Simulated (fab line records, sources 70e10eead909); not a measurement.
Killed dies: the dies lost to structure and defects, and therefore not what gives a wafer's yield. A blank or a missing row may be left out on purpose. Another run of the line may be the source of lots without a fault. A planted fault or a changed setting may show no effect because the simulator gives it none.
Chamber matching	flow nand-harc	4 sister chambers for NHARC_A_ZERO_WELL_DESCUM_12 on rie-diel-03
The step chemistry O2, time 3 s. 18 wafers are shown with their chamber, then 9 later ones without.

EACH WAFER AND ITS CHAMBER
wafer	chamber	drypump-motor-current-A (A)	oes-product-au (a.u.)	rf-vpp-V (V)
L823.1	1	5.2	1.004	58.1
L823.2	0	6.2	0.991	57.7
L823.4	3	5.7	0.990	56.7
L828.2	2	5.0	1.006	56.4
L828.5	1	5.2	1.016	56.0
L828.6	0	6.2	1.000	57.7
L830.3	3	5.7	0.990	55.5
L830.4	2	5.0	0.993	58.3
L830.6	2	5.0	0.992	58.3
L832.2	3	5.7	1.000	58.4
L832.4	2	5.0	1.002	56.9
L832.6	2	5.0	1.015	56.6
L838.1	3	5.7	0.998	56.7
L838.3	2	5.0	1.012	55.8
L838.6	1	5.2	1.010	55.7
L841.1	2	5.0	1.007	57.8
L841.2	1	5.3	1.007	56.8
L841.3	0	6.2	0.982	57.9

SIGNATURES (means of the wafers above)
reading	chamber 0	chamber 1	chamber 2	chamber 3	scatter within a chamber
drypump-motor-current-A	6.200	5.225	5.000	5.700	0.0231
oes-product-au	0.99100	1.00925	1.00386	0.99450	0.00751
rf-vpp-V	57.767	56.650	57.157	56.825	0.984
Rule: a wafer lies at a distance from a chamber equal to the root of the sum of squares, over the readings, of (its reading less the chamber's mean, divided by the reading's scatter). If the next closest chamber is less than 2 further off than the closest, the wafer can't be placed; otherwise it belongs to the closest. How the scatter is found: for the shown wafers, subtract from each reading the mean of its chamber, square and add these, divide the total by (wafers less chambers), then take the root.

WAFERS MISSING THEIR CHAMBER
wafer	drypump-motor-current-A (A)	oes-product-au (a.u.)	rf-vpp-V (V)
L844.2	6.2	0.994	58.1
L844.3	5.2	1.018	56.4
L844.6	5.2	1.014	56.6
L845.1	5.3	1.012	57.6
L845.2	5.0	1.020	57.6
L845.6	5.0	1.011	55.6
L846.2	5.0	1.001	55.6
L846.3	5.2	1.009	57.4
L846.6	5.2	1.014	56.8

EACH ONE'S CHAMBER
wafer	from the rows above	in truth
L844.2	0	0
L844.3	1	1
L844.6	1	1
L845.1	1	1
L845.2	2	2
L845.6	2	2
L846.2	2	2
L846.3	1	1
L846.6	1	1
9 of 9 placed correctly. Left unplaced by these rows: 0. Number placed wrongly: 0.
